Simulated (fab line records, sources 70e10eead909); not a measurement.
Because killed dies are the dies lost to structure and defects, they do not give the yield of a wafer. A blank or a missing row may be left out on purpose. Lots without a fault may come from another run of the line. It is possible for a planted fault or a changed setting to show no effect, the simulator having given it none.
Code-filled problem report in 8D (eight disciplines) form | flow nand_harc | the parts of the form that need people (team, actions taken, sign-off) are left out

== 1. THE PROBLEM ==
Mean of raw_defect_count at NHARC_A_CONTACT_INSPECT_71: 1102 across 6 wafers in 2 lots; on wafers with no fault it is 26 (standard deviation 11). Measured from the usual mean, that is +98 standard deviations.
First seen on wafer L860.1, day 20 15:53, on defect_inspect-02. Wafers with a number at this step in the record: 42, from 14 lots. The rule behind "out" and "out of limits": a value lying over 4 standard deviations away from the usual mean. Any other wafer with a number is counted as sound.

== 2. WHAT IT IS; WHAT IT IS NOT ==
question                    | is                     | is not
which readings at this step | raw_defect_count       | -
which lots                  | L860, L862             | L844, L846, L847, L848, L849, L851, L853, L854, L863, L864, L865, L866
which wafers of those lots  | all that have a number | -
read on which gauges        | defect_inspect-02      | defect_inspect-01
when                        | from day 20 15:53      | up to then (24 sound wafers); but 12 sound wafers of L863, L864, L865, L866 came after

== 3. SUSPECTS, AND WHAT RULES EACH OUT ==
Counting: a tool at a process step up to the reading stays a suspect if it ran every lot that is out and no sound lot after the first of them.
- the gauge at NHARC_A_CONTACT_INSPECT_71: ruled out. All the wafers that are out were read on defect_inspect-02, but those of them that NHARC_END_SORT_01 has rows for are out there too, on other tools.
- har_cap_etch-02 at NHARC_A_CONTACT_ETCH_123 (etches the open film in C4F8/O2/Ar, time 253 s, target depth 1090 nm): ruled out as a lasting fault. The sound lots L865, L863 went through it after L860, its earliest lot that is out (day 20 10:01).
- acl_dep-02 at NHARC_A_CONTACT_DEP_57 (deposits aC, target thk 2800 nm): kept. Every lot that is out went through it, starting with L860 (day 20 13:25), and after that it ran no sound lot; the last sound lot it ran before then is L851 (day 18 05:44).
Left after counting: acl_dep-02 at NHARC_A_CONTACT_DEP_57.

== 4. THE CAUSE (what the simulator had put in) ==
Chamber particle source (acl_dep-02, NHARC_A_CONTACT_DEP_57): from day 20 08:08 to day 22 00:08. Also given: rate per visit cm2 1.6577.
Counting left only this tool.

== 5. THE CHAIN OF EFFECTS, in route order ==
Rows list readings where the struck wafers' mean (over those with a number) sits beyond 3 standard deviations from the usual. Only readings for which the record gives a usual standard deviation are gone through. hours: the time from each lot's start at the first step in this table that gives one to its start at this step, as a median over the lots. sigmas: the change in usual standard deviations.
hours | step                       | reading          | usual | on struck wafers | change | sigmas
0     | NHARC_A_CONTACT_INSPECT_71 | raw_defect_count | 26    | 1102             | +1076  | +98
84    | NHARC_END_SORT_01          | killed_at_array  | 26    | 118              | +92    | +10
84    | NHARC_END_SORT_01          | killed_dies      | 30    | 122              | +92    | +10

== 6. HOW IT WOULD HAVE BEEN CAUGHT EARLIER ==
Counted from the fault's start at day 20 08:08, it took 8 hours until the first out-of-limits reading at a measuring or inspecting step in this record, taken at day 20 15:53.
No tool reading at NHARC_A_CONTACT_DEP_57 that has a usual standard deviation in the record was out on any struck wafer, so an alarm limit of 4 standard deviations on those readings would not have fired.
L862, from the lots that are out (2), started NHARC_A_CONTACT_DEP_57 on acl_dep-02 later than day 20 15:53. It would have been spared by a hold on the tool at that moment.
